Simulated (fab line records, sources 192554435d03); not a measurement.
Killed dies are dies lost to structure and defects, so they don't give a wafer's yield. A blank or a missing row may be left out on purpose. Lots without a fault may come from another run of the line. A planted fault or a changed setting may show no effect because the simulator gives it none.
Chamber matching | flow n5_finfet | N5_BEOL_M0_SAQP_PECVD_00 on pecvd-04: 3 sister chambers
The step deposits SiCN from 3MS/NH3, target thk 8 nm, time 14 s. 18 wafers are shown with their chamber, then 9 later ones without.

WAFERS WITH THEIR CHAMBER
wafer  | chamber | throttle_valve_pct (%) | showerhead_plenum_p_Torr (Torr)
L079.1 | 1       | 8.6                    | 3.638
L079.4 | 0       | 9.4                    | 3.671
L079.6 | 1       | 8.7                    | 3.653
L082.3 | 2       | 8.7                    | 3.692
L082.4 | 2       | 8.6                    | 3.686
L082.6 | 1       | 8.5                    | 3.636
L083.2 | 1       | 8.4                    | 3.653
L083.4 | 2       | 8.4                    | 3.672
L083.6 | 0       | 9.2                    | 3.675
L087.1 | 1       | 8.6                    | 3.646
L087.2 | 2       | 8.7                    | 3.671
L087.5 | 0       | 9.4                    | 3.673
L089.2 | 0       | 9.6                    | 3.680
L089.3 | 2       | 8.8                    | 3.675
L089.6 | 1       | 8.8                    | 3.652
L090.3 | 0       | 9.4                    | 3.673
L090.4 | 0       | 9.2                    | 3.667
L090.5 | 2       | 8.6                    | 3.679

SIGNATURES (means of the wafers above)
reading                  | chamber 0 | chamber 1 | chamber 2 | scatter within a chamber
throttle_valve_pct       | 9.367     | 8.600     | 8.633     | 0.143
showerhead_plenum_p_Torr | 3.67317   | 3.64633   | 3.67917   | 0.00701
Rule: a wafer's distance from a chamber is the root of the sum, over the readings, of the square of ((its reading less the chamber's mean) divided by the reading's scatter). The wafer belongs to the nearest chamber; if the next one is less than 2 further off, it can't be placed. The scatter: the root of (the sum of the squares of (reading less its chamber's mean) over the shown wafers, divided by (wafers less chambers)).

WAFERS WITHOUT THEIR CHAMBER
wafer  | throttle_valve_pct (%) | showerhead_plenum_p_Torr (Torr)
L094.1 | 8.6                    | 3.644
L094.2 | 9.5                    | 3.681
L094.5 | 9.5                    | 3.669
L095.2 | 9.2                    | 3.678
L095.5 | 9.4                    | 3.680
L095.6 | 8.7                    | 3.645
L096.2 | 9.2                    | 3.676
L096.4 | 9.5                    | 3.678
L096.5 | 9.0                    | 3.684

WHICH CHAMBER EACH WENT THROUGH
wafer  | from the rows above     | in truth
L094.1 | 1                       | 1
L094.2 | 0                       | 0
L094.5 | 0                       | 0
L095.2 | 0                       | 0
L095.5 | 0                       | 0
L095.6 | 1                       | 1
L096.2 | 0                       | 0
L096.4 | 0                       | 0
L096.5 | can't be placed: 2 or 0 | 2
Placed correctly: 8 of 9. Can't be placed from these rows: 1 (the true chamber is among the candidates in 1). Placed wrongly: 0.
